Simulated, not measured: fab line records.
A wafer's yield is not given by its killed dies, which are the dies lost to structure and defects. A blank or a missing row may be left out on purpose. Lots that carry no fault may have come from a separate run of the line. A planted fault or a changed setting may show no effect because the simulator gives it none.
Comparing a struck lot with a sound one ; flow nandHarc ; 13 out of 1302 route steps
Sound: the wafers L793.1, L793.2, L793.3. Wafers struck: L787.2, L787.5, L787.6. At the end, the cause is stated.
Per side, at each step with rows, come the tool, then ch with its chambers, and then its first start. Under that, the readings that differ: sound wafers ; struck wafers ; difference of the means ; sigmas: that difference in standard deviations of wafers without a fault.
alike: readings with means less than 2 such deviations apart, plus words and numbers identical on both sides. not compared: withheld readings, readings lacking a value on some wafer, bounds such as >300 that could conceal the same value, and numbers that have no deviation in the record and whose values overlap.
A row with sigmas, a row that says differs or no value, or rows on one side alone: a step with any of these is where the two part. Numbers that have no deviation but don't overlap get no sigmas and don't part them. A reading missing from all wafers of one side parts the sides only when that side holds two or more wafers.

first, 1 step without rows for these wafers: NHARC_A_ONON_D1_DEP_12 (target thk 1000 nm).
NHARC_A_ONON_D1_THK_MEAS_14: measures by ellipsometry.
  sound on filmMetro-02 at day 15 13:25; struck on filmMetro-02 at day 12 20:08
  alike: thkNm
then, 2 steps without rows for these wafers: NHARC_A_ONON_D1_ANNEAL_15 (time 3600 s); NHARC_A_ONON_D1_DEP_16 (target thk 1000 nm).
NHARC_A_ONON_D1_THK_MEAS_18: measures by ellipsometry.
  sound on filmMetro-01 at day 15 21:12; struck on filmMetro-01 at day 13 04:32
  alike: thkNm
after that, 1 step with no rows for these wafers: NHARC_A_ONON_D1_DEP_19 (target thk 1000 nm).
NHARC_A_ONON_D1_THK_MEAS_21: measures by ellipsometry.
  sound on filmMetro-01 at day 15 21:47; struck on filmMetro-01 at day 13 05:07
  alike: thkNm
after that, 1 step with no rows for these wafers: NHARC_A_ONON_D1_DEP_22 (target thk 1000 nm).
NHARC_A_ONON_D1_THK_MEAS_24: measures by ellipsometry.
  sound on filmMetro-02 at day 15 22:22; struck on filmMetro-02 at day 13 05:41
  alike: thkNm
after that, 1 step with no rows for these wafers: NHARC_A_ONON_D1_DEP_25 (target thk 1000 nm).
NHARC_A_ONON_D1_THK_MEAS_27: measures by ellipsometry.
  sound on filmMetro-01 at day 15 22:56; struck on filmMetro-01 at day 13 06:14
  alike: thkNm
NHARC_A_ONON_D1_DEP_28: target thk 1000 nm.
  sound on pecvdOnon-01 ch 0, day 15 22:59; struck on pecvdOnon-02, day 13 06:22
  no value came back on the struck wafers for n2FlowSccm (sccm), n2oFlowSccm (sccm); on the sound wafers n2FlowSccm (sccm) reads 2751 2763 2757
-- record jumps: 16 days between struck wafers' starts before vs after; left off in module A_ONON_D1, resumes in module END, first step shown is number 1302 of the route --
NHARC_END_SORT_01:
  only the struck wafers appear in the record here, on prober-02 ch 0 at day 29 08:09; the sound ones have no rows

WHERE THEY PART
Last at NHARC_END_SORT_01 as far as this record goes, first at NHARC_A_ONON_D1_DEP_28.

WHY: what had been put in by the simulator
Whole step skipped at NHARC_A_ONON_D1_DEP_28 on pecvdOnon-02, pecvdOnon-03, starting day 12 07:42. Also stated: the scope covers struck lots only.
